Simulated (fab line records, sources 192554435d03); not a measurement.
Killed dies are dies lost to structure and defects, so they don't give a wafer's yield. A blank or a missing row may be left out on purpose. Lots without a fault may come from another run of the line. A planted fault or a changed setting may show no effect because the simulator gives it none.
Chamber matching | flow n5_finfet | N5_BEOL_M9_DESCUM_33 on rie_diel-06: 4 sister chambers
The step chemistry O2, time 7 s. 4 wafers are shown with their chamber, then 12 later ones without.

WAFERS WITH THEIR CHAMBER
wafer  | chamber | drypump_motor_current_A (A)
L079.1 | 0       | 5.4
L082.5 | 1       | 6.2
L086.3 | 3       | 6.0
L086.6 | 2       | 5.9

WAFERS WITHOUT THEIR CHAMBER
wafer  | drypump_motor_current_A (A)
L092.1 | 5.5
L092.2 | 5.9
L092.3 | 5.9
L092.4 | 6.2
L092.5 | 6.2
L092.6 | 5.4
L096.1 | 5.9
L096.2 | 5.4
L096.3 | 6.0
L096.4 | 6.2
L096.5 | 6.2
L096.6 | 5.9

WHICH CHAMBER EACH WENT THROUGH
wafer  | from the rows above | in truth
L092.1 | 0                   | 0
L092.2 | 2                   | 2
L092.3 | 2                   | 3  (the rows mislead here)
L092.4 | 1                   | 1
L092.5 | 1                   | 1
L092.6 | 0                   | 0
L096.1 | 2                   | 2
L096.2 | 0                   | 0
L096.3 | 3                   | 3
L096.4 | 1                   | 1
L096.5 | 1                   | 1
L096.6 | 2                   | 2
Placed correctly: 11 of 12. Can't be placed from these rows: 0. Placed wrongly: 1.
How it was worked out, from the rows above alone: a wafer's distance from a chamber is the root of the sum, over the readings, of the square of ((its reading less the chamber's mean) divided by the reading's scatter). The wafer belongs to the nearest chamber; if the next one is less than 2 further off, it can't be placed. A chamber's mean is the mean of its shown wafers. The scatter: with one shown wafer a chamber, the root of the mean of the squares of how far each hidden wafer lies from its nearest shown one.
